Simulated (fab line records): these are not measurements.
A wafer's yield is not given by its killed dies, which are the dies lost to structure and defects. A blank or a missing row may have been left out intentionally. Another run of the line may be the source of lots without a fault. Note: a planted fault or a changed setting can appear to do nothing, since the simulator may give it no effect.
Split-lot trial + flow n5Finfet + on a route of 1938 steps: 7 lots, 21 wafers read

SPLIT DETAILS
At N5_BEOL_M5_COAT_05 (resist thk 30 nm), the setting spinRpm was moved away from the recipe's 1500 rpm on 9 of the 21 wafers read, by -4.1% to +8.7%. This setting was run at the recipe's value on the other wafers.

FROM THE SPLIT TO THE READING: what the file shows between them, 5 steps
- N5_BEOL_M5_EBR_07
- N5_BEOL_M5_SOFTBAKE_06: time 60 s
- N5_BEOL_M5_EXPOSE_08: exposes mask M5, target cd 28 nm
- N5_BEOL_M5_PEB_09: peb time 60 s
- N5_BEOL_M5_DEVELOP_10: develop time 30 s

THE READING
CAR-EUV_of_BEOL_M5_COAT_05.thkNm (the simulator's own value, which no gauge read), in nm, at N5_BEOL_M5_DESCUM_16 (chemistry O2, time 7 s). The file does not state a usual value for it. Here, 12 wafers ran the recipe; their average is 26.0 nm with a standard deviation of 0.075 nm.

| wafer  | tool, chamber at the split | spinRpm as run, rpm | against the recipe | CAR-EUV_of_BEOL_M5_COAT_05.thkNm, nm | against lot-mates on the recipe |
|--------|----------------------------|---------------------|--------------------|--------------------------------------|---------------------------------|
| L076.1 | lithoTrack-03, 0           | 1452                | -3.2%              | 26.4                                 | no lot-mate on the recipe       |
| L076.4 | lithoTrack-03, 0           | 1452                | -3.2%              | 26.6                                 | no lot-mate on the recipe       |
| L076.6 | lithoTrack-03, 0           | 1452                | -3.2%              | 26.6                                 | no lot-mate on the recipe       |
| L074.3 | lithoTrack-02, 0           | 1500                | recipe             | 26                                   | -                               |
| L074.4 | lithoTrack-02, 0           | 1500                | recipe             | 26                                   | -                               |
| L074.5 | lithoTrack-02, 0           | 1500                | recipe             | 26                                   | -                               |
| L082.1 | lithoTrack-03, 0           | 1630                | +8.7%              | 24.8                                 | no lot-mate on the recipe       |
| L082.3 | lithoTrack-03, 0           | 1630                | +8.7%              | 24.8                                 | no lot-mate on the recipe       |
| L082.6 | lithoTrack-03, 0           | 1630                | +8.7%              | 24.6                                 | no lot-mate on the recipe       |
| L088.2 | lithoTrack-03, 0           | 1500                | recipe             | 26                                   | -                               |
| L088.4 | lithoTrack-03, 0           | 1500                | recipe             | 26                                   | -                               |
| L088.6 | lithoTrack-03, 0           | 1439                | -4.1%              | 26.8                                 | +0.8                            |
| L089.1 | lithoTrack-01, 0           | 1500                | recipe             | 26                                   | -                               |
| L089.2 | lithoTrack-01, 0           | 1500                | recipe             | 26                                   | -                               |
| L089.6 | lithoTrack-01, 0           | 1500                | recipe             | 26                                   | -                               |
| L091.2 | lithoTrack-03, 0           | 1582                | +5.5%              | 25.4                                 | -0.6                            |
| L091.6 | lithoTrack-03, 0           | 1582                | +5.5%              | 25.4                                 | -0.6                            |
| L091.4 | lithoTrack-03, 0           | 1500                | recipe             | 26                                   | -                               |
| L094.1 | lithoTrack-03, 0           | 1500                | recipe             | 26                                   | -                               |
| L094.2 | lithoTrack-03, 0           | 1500                | recipe             | 26.2                                 | -                               |
| L094.6 | lithoTrack-03, 0           | 1500                | recipe             | 26.2                                 | -                               |

FIT RESULTS
A straight line over all 21 wafers: CAR-EUV_of_BEOL_M5_COAT_05.thkNm changes by -0.148 nm for each +1% of spinRpm; r = -0.99; the points scatter about the line by 0.1 nm.
The same after taking each lot's own level away (the mean of its wafers on the recipe; 15 wafers): -0.132 nm for each +1%; r = -0.96; scatter 0.091 nm.
According to that fit, moving spinRpm by its largest amount changes the reading by 1.1 nm.
From 26.00 to 26.13 nm: that is the span of the lots' own levels, equal to 1.8 times the standard deviation above.
In other words, the slope is changed by the lot-to-lot level; the two fits disagree.
Check: for one of the wafers moved furthest among these (+5.5%), held out of the fit, the line's prediction against its lot-mates is -0.746 nm. Against them it came out at -0.6 nm.

THESE WAFERS: OTHER SPLITS
Other splits were also applied to these wafers ahead of the reading. Each is held against what the fit with the lots' levels taken away leaves over:
| other split on the same wafers  | wafers away from the commonest value | r with CAR-EUV_of_BEOL_M5_COAT_05.thkNm (lot level and that fit taken away) |
|---------------------------------|--------------------------------------|-----------------------------------------------------------------------------|
| N5_BEOL_M4_ETCH_64 biasW        | 6                                    | -0.09                                                                       |
| N5_BEOL_M4_COAT_22 spinRpm      | 10                                   | -0.27                                                                       |
| N5_BEOL_M5_HM_DEP_02 targetThkA | 3                                    | +0.10                                                                       |

THE WHOLE CHAIN: every reading that the file lists as answering this split, in the file's order
| step                  | what it does           | reading                                                                           | change (the file's fit)               | r (the file's) |
|-----------------------|------------------------|-----------------------------------------------------------------------------------|---------------------------------------|----------------|
| N5_BEOL_M5_COAT_05    | resist thk 30 nm       | CAR-EUV_of_BEOL_M5_COAT_05.thkNm (the simulator's own value, which no gauge read) | -0.147 nm for each +1% of the setting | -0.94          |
| N5_BEOL_M5_DEVELOP_10 | develop time 30 s      | CAR-EUV_of_BEOL_M5_COAT_05.thkNm (the simulator's own value, which no gauge read) | -0.164 nm for each +1% of the setting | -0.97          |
| N5_BEOL_M5_DESCUM_16  | chemistry O2, time 7 s | CAR-EUV_of_BEOL_M5_COAT_05.thkNm (the simulator's own value, which no gauge read) | -0.141 nm for each +1% of the setting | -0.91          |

THE FILE'S OWN FIT
CAR-EUV_of_BEOL_M5_COAT_05.thkNm changes by -0.141 nm for each +1% of spinRpm, r = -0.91.
